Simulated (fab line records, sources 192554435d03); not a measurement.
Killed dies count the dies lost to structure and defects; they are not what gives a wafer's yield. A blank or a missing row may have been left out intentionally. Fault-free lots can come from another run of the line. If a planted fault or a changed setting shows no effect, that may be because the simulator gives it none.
A lot that was struck, set against a sound lot    flow n5 finfet    15 steps out of a route of 1938
Sound: wafers L996.1, L996.4, L996.6. Struck: wafers L990.1, L990.5. (L990.6 of the same lot was not struck and is left out.) The cause comes at the end.
For every step that has rows: the tool of each side, followed by ch and its chambers, followed by its first start. Under that, the readings that differ: sound wafers    struck wafers    difference of the means    sigmas: that difference in standard deviations of wafers without a fault.
alike: words and numbers the same on both sides, and readings whose means are apart by under 2 such deviations; not compared: readings that were withheld, readings missing a value for some wafer, numbers with overlapping values and no deviation given by the record, and bounds like >300 which may hide the same value.
A row with sigmas, a row that says differs or no value, or rows on one side alone: a step with any of these is where the two part. Numbers that have no deviation but don't overlap get no sigmas and don't part them. Lack of a reading on every wafer of one side parts them only where that side has two or more wafers.

first, 1 step without rows for these wafers: N5_BEOL_M2_CMP_52 (polishes, stops on SiOC, t overpolish 6.8 s, target thk 40 nm).
N5_BEOL_M2_THK_MEAS_53: measures by xrf.
  sound on film metro-01, day 11 01:54; struck on film metro-02, day 9 14:51
  alike: M2_THK
then, 1 step without rows for these wafers: N5_BEOL_M2_PRE_CLEAN_60 (time 15 s).
N5_BEOL_M2_CO_CAP_55: material Co, precursor CCTBA/H2, target thk 2 nm, time 102.1 s.
  sound on cvd co-01 ch 0,1,2, day 11 01:58; struck on cvd co-02 ch 1, day 9 14:57
  alike: heater power outer w, heater power w
then, 1 step without rows for these wafers: N5_BEOL_M2_PRE_CLEAN_56 (time 15 s).
N5_BEOL_M2_DEP_57: deposits SiCN from 3MS/NH3, target thk 8 nm, time 14 s.
  sound on pecvd-03 ch 0,2, day 11 02:05; struck on pecvd-01 ch 0,2, day 9 15:06
  alike: showerhead plenum p Torr, throttle valve pct
N5_BEOL_M2_RS_MEAS_58: measurement is done with a four-point probe.
  sound on film metro-01, day 11 02:10; struck on film metro-02, day 9 15:10
  alike: M2_RS
N5_BEOL_M2_INSPECT_59: inspects for defects (darkfield).
  sound on defect inspect-01, day 11 02:11; struck on defect inspect-01, day 9 15:11
  alike: raw defect count
N5_BEOL_M3_ILD_DEP_00: deposits SiOC from DEMS/O2, target thk 79 nm, time 15.3 s.
  sound on pecvd-02 ch 1,2, day 11 02:13; struck on pecvd-03 ch 0,1, day 9 15:14
  alike: heater power outer w, heater power w, showerhead plenum p Torr, throttle valve pct
N5_BEOL_M3_THK_MEAS_01:
  sound on film metro-02, day 11 02:17; struck on film metro-01, day 9 15:18
reading          sound           struck     difference  sigmas
M3_ILD_THK (nm)  78.2 79.2 79.3  80.5 81.5  +2.1        +2
N5_BEOL_M3_PECVD_72: deposits SiO2 from TEOS/O2, target thk 16 nm, time 18 s.
  sound on pecvd-04 ch 1,2, day 11 02:19; struck on pecvd-04 ch 0, day 9 15:20
reading             sound        struck   difference  sigmas
heater power w (W)  826 647 807  551 576  -196        -2
  alike: heater power outer w, showerhead plenum p Torr, throttle valve pct
N5_BEOL_M3_HM_DEP_02: deposits TiN, target thk 20 nm.
  sound on pvd sputter-02, day 11 03:53; struck on pvd sputter-01, day 9 17:28
  alike: substrate temp c, throttle valve pct
N5_BEOL_M3_COAT_61: time 60 s, resist thk 60 nm.
  sound on litho track-04 ch 0, day 11 04:01; struck on litho track-05 ch 0, day 9 17:35
reading                   sound              struck       difference  sigmas
heater power total W (W)  498.3 497.4 499.7  529.8 524.2  +28.5       +16
run length s (s)          66.65 66.37 66.44  61.09 61.25  -5.32       -53
then, 1 step without rows for these wafers: N5_BEOL_M3_COAT_62 (time 60 s, resist thk 12 nm).
N5_BEOL_M4_RC_MEAS_101:
  sound on prober-02 ch 0, day 11 20:59; struck on prober-02 ch 0, day 11 04:26
  alike: DIBL_N, DIBL_P, IOFF_N, IOFF_P, ION_N, ION_P, SS_N, SS_P, VT_N, VT_P

== WHERE THEY PART ==
Earliest at N5_BEOL_M3_THK_MEAS_01; latest, in this record, at N5_BEOL_M3_COAT_61. Later steps at which nothing parts them and some readings are alike: N5_BEOL_M4_RC_MEAS_101.

WHY: whatever the simulator had introduced
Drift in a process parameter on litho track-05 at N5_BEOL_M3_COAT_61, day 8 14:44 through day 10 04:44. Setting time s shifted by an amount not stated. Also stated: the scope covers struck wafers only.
